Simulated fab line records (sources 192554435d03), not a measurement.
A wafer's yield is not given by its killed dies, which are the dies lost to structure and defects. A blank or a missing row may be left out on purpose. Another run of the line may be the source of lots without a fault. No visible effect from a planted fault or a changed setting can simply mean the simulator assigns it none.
Struck lot and sound lot, side by side :: flow n5Finfet :: 14 out of 1938 route steps
Sound: wafers L886.1, L886.4, L886.6. Wafers struck: L884.3, L884.4, L884.6. Last of all comes the cause.
Per side, at each step with rows, come the tool, then ch with its chambers, and then its first start. Under that, the readings that differ: sound wafers :: struck wafers :: difference of the means :: sigmas: that difference in standard deviations of wafers without a fault.
alike: same words and numbers on both sides, and readings whose means sit less than 2 such deviations apart. not compared: any withheld reading, any reading some wafer has no value for, any bound like >300 that may hide the same value, and any number with overlapping values for which the record gives no deviation.
Wherever a step has rows on one side only, a row that says differs or no value, or a row with sigmas, the two part there. Numbers that don't overlap but have no deviation are shown without sigmas and don't part them. A reading missing from all wafers of one side parts the sides only when that side holds two or more wafers.

N5_BEOL_M14_ETCH_59: etches BARC in N2/H2, target depth 89 nm, overetch 26.7 nm, time 67.9 s.
  sound on rieDiel-01 ch 0,1,2, day 13 11:23; struck on rieDiel-01 ch 0,2, day 13 04:40
  alike: drypumpMotorCurrentA, oesProductAu, rfVppV, showerheadPlenumPTorr, throttleValvePct
  not compared: rfHoursCounterH
N5_BEOL_M14_VIA_ETCH_16: etches SiO2 in C4F8/O2/Ar, target depth 1231.3 nm.
  sound on rieDiel-01 ch 0,1,2, day 13 11:26; struck on rieDiel-01 ch 0,2, day 13 04:44
  alike: drypumpMotorCurrentA, heInnerTorr, oesProductAu, rfVppV, showerheadPlenumPTorr, throttleValvePct
N5_BEOL_M14_STRIP_63: strips in O2.
  sound: rieDiel-01 ch 0,1,2; struck: rieDiel-01 ch 0,2
  alike: drypumpMotorCurrentA, o2FlowSccm, oesProductAu, rfVppV, showerheadPlenumPTorr, throttleValvePct
  not compared: rfHoursCounterH
N5_BEOL_M14_STRIP_64: strips in O2.
  sound: rieDiel-01 ch 0,1,2; struck: rieDiel-01 ch 0,2
  alike: drypumpMotorCurrentA, o2FlowSccm, oesProductAu, rfVppV, showerheadPlenumPTorr, throttleValvePct
  not compared: rfHoursCounterH
then, 2 steps without rows for these wafers: N5_BEOL_M14_STRIP_71 (strips in post etch residue remover, time 60 s); N5_BEOL_M14_SRD_72 (time 30 s, dry time 30 s).
N5_BEOL_M14_CD_MEAS_17: target cd 250 nm.
  sound on cdSem-03, day 13 11:47; struck on cdSem-03, day 13 05:05
  alike: cdNm
then, 5 steps without rows for these wafers: N5_BEOL_M14_COAT_65 (time 60 s, resist thk 450 nm); N5_BEOL_M14_COAT_66 (time 60 s, resist thk 110 nm); N5_BEOL_M14_COAT_22 (resist thk 300 nm); N5_BEOL_M14_EBR_24; N5_BEOL_M14_SOFTBAKE_23 (time 60 s).
N5_BEOL_M14_EXPOSE_25: exposes mask M14, target cd 280 nm.
  sound on krfScanner-01 ch 0, day 13 11:56; struck on krfScanner-02, day 13 05:16
  no value came back on the struck wafers for exposureDoseMJCm2, focusOffsetNm (nm); on the sound wafers exposureDoseMJCm2 reads 26.551 26.537 26.576
  alike: mask
then, 1 step without rows for these wafers: N5_BEOL_M14_PEB_26 (peb time 90 s).

== WHERE THEY PART ==
Only at N5_BEOL_M14_EXPOSE_25, within this record.

WHY: what the simulator had put in
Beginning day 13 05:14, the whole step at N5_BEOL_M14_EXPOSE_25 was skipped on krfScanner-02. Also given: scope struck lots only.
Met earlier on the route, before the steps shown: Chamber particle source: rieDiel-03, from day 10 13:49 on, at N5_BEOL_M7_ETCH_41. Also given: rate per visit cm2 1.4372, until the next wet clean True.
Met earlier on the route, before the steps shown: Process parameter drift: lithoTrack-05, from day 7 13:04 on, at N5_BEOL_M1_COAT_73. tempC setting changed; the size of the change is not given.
